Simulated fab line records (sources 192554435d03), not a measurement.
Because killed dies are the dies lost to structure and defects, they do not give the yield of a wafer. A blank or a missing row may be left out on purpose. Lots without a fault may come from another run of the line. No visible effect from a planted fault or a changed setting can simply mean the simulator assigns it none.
Split-lot trial + flow n5-finfet + on a route of 1938 steps: 7 lots, 21 wafers read

ABOUT THE SPLIT
At N5_SD_EPI_N_ETCH_45 (etches SiOCN in CH3F/O2, target depth 6 nm), the setting target-depth-a was moved away from the recipe's 60 angstrom on 8 of the 21 wafers read, by -6.0% to +8.1%. For the rest of the wafers, this setting stayed at what the recipe calls for.

The split's own step is where the reading is taken.

THE READING
etch.depth-nm (the simulator's own value, which no gauge read), in nm, at N5_SD_EPI_N_ETCH_45 (etches SiOCN in CH3F/O2, target depth 6 nm). No usual value for it is given in the file. Here, 13 wafers ran the recipe; their average is 5.999 nm with a standard deviation of 0.057 nm.

| wafer  | tool, chamber at the split | target-depth-a as run, angstrom | against the recipe | etch.depth-nm, nm | against lot-mates on the recipe |
|--------|----------------------------|---------------------------------|--------------------|-------------------|---------------------------------|
| L074.1 | rie-diel-03, 2             | 60                              | recipe             | 5.925             | -                               |
| L074.3 | rie-diel-03, 0             | 60                              | recipe             | 6.045             | -                               |
| L074.4 | rie-diel-03, 1             | 60                              | recipe             | 5.955             | -                               |
| L078.1 | rie-diel-03, 0             | 60                              | recipe             | 6.043             | -                               |
| L078.2 | rie-diel-03, 3             | 60                              | recipe             | 5.88              | -                               |
| L078.5 | rie-diel-03, 3             | 56.42                           | -6.0%              | 5.593             | -0.369                          |
| L079.1 | rie-diel-06, 1             | 60                              | recipe             | 6                 | -                               |
| L079.3 | rie-diel-06, 3             | 60                              | recipe             | 5.987             | -                               |
| L079.4 | rie-diel-06, 2             | 63.6                            | +6.0%              | 6.6               | +0.606                          |
| L084.1 | rie-diel-01, 0             | 60                              | recipe             | 6.083             | -                               |
| L084.2 | rie-diel-01, 2             | 56.82                           | -5.3%              | 5.621             | -0.462                          |
| L084.4 | rie-diel-01, 1             | 56.82                           | -5.3%              | 5.559             | -0.524                          |
| L085.3 | rie-diel-06, 3             | 60                              | recipe             | 6.032             | -                               |
| L085.4 | rie-diel-06, 2             | 57.62                           | -4.0%              | 5.928             | -0.104                          |
| L085.5 | rie-diel-06, 3             | 57.62                           | -4.0%              | 5.772             | -0.260                          |
| L086.1 | rie-diel-06, 1             | 64.83                           | +8.1%              | 6.55              | +0.525                          |
| L086.3 | rie-diel-06, 0             | 60                              | recipe             | 6.025             | -                               |
| L086.5 | rie-diel-06, 3             | 64.83                           | +8.1%              | 6.598             | +0.573                          |
| L089.3 | rie-diel-03, 3             | 60                              | recipe             | 6.043             | -                               |
| L089.5 | rie-diel-03, 3             | 60                              | recipe             | 6.038             | -                               |
| L089.6 | rie-diel-03, 2             | 60                              | recipe             | 5.929             | -                               |

THE FIT
A straight line over all 21 wafers: etch.depth-nm changes by +0.0722 nm for each +1% of target-depth-a; r = +0.96; the points scatter about the line by 0.079 nm.
The same after taking each lot's own level away (the mean of its wafers on the recipe; 21 wafers): +0.074 nm for each +1%; r = +0.96; scatter 0.081 nm.
The reading moves by 0.6 nm for the largest change in target-depth-a, on that fit.
Measured against the standard deviation above, the lots' own levels, which go from 5.9615 to 6.0830 nm, span 2.1 times it.
Hence the lot-to-lot level has little effect on the slope; both slopes agree.
Check: with one of the wafers moved furthest among these (+8.1%) left out of the fit, the line predicts +0.633 nm for it against its lot-mates. Against them it came out at +0.525 nm.

THE OTHER SPLITS THESE WAFERS WENT THROUGH
Other splits were also applied to these wafers ahead of the reading. Each is held against what the fit with the lots' levels taken away leaves over:
| other split on the same wafers | wafers away from the commonest value | r with etch.depth-nm (lot level and that fit taken away) |
|--------------------------------|--------------------------------------|----------------------------------------------------------|
| N5_DUMMY_GATE_COAT_28 spin-rpm | 5                                    | -0.11                                                    |

THE FILE'S OWN FIT
etch.depth-nm changes by +0.0754 nm for each +1% of target-depth-a, r = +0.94.
